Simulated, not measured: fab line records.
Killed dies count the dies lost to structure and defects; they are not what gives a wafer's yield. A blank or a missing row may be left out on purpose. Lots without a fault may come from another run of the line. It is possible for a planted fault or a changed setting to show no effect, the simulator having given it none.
Chamber matching :: flow n5-finfet :: N5_BEOL_M10_DESCUM_16 on rie-diel-04 has 3 sister chambers
The step chemistry O2, time 7.9 s. 6 wafers are shown with their chamber, then 6 later ones without.

== WAFERS PAIRED WITH THEIR CHAMBERS ==
wafer: L080.3
chamber: 0
showerhead-plenum-p-Torr (Torr): 2.21
drypump-motor-current-A (A): 6.4

wafer: L080.5
chamber: 1
showerhead-plenum-p-Torr (Torr): 2.09
drypump-motor-current-A (A): 5.3

wafer: L083.1
chamber: 2
showerhead-plenum-p-Torr (Torr): 2.15
drypump-motor-current-A (A): 5.5

wafer: L083.4
chamber: 1
showerhead-plenum-p-Torr (Torr): 2.09
drypump-motor-current-A (A): 5.3

wafer: L083.6
chamber: 0
showerhead-plenum-p-Torr (Torr): 2.21
drypump-motor-current-A (A): 6.4

wafer: L086.1
chamber: 2
showerhead-plenum-p-Torr (Torr): 2.14
drypump-motor-current-A (A): 5.4

== WAFERS WITH NO CHAMBER GIVEN ==
wafer: L086.4
showerhead-plenum-p-Torr (Torr): 2.08
drypump-motor-current-A (A): 5.3

wafer: L086.6
showerhead-plenum-p-Torr (Torr): 2.08
drypump-motor-current-A (A): 5.3

wafer: L087.2
showerhead-plenum-p-Torr (Torr): 2.14
drypump-motor-current-A (A): 5.4

wafer: L087.5
showerhead-plenum-p-Torr (Torr): 2.14
drypump-motor-current-A (A): 5.4

wafer: L094.4
showerhead-plenum-p-Torr (Torr): 2.20
drypump-motor-current-A (A): 6.4

wafer: L094.5
showerhead-plenum-p-Torr (Torr): 2.07
drypump-motor-current-A (A): 5.3

== CHAMBER TAKEN BY EACH ==
wafer: L086.4
from the rows above: 1
in truth: 1

wafer: L086.6
from the rows above: 1
in truth: 1

wafer: L087.2
from the rows above: 2
in truth: 2

wafer: L087.5
from the rows above: 2
in truth: 2

wafer: L094.4
from the rows above: 0
in truth: 0

wafer: L094.5
from the rows above: 1
in truth: 1
Correctly placed: 6 of 6. Can't be placed from these rows: 0. Number placed wrongly: 0.
How it was worked out, from the rows above alone: a wafer's distance from a chamber is the root of the sum, over the readings, of the square of ((its reading less the chamber's mean) divided by the reading's scatter). If the next closest chamber is less than 2 further off than the closest, the wafer can't be placed; otherwise it belongs to the closest. A chamber's mean is the mean of its shown wafers. The scatter: take each reading less its chamber's mean, square it, sum over the shown wafers, divide by the number of wafers less the number of chambers, and take the root.
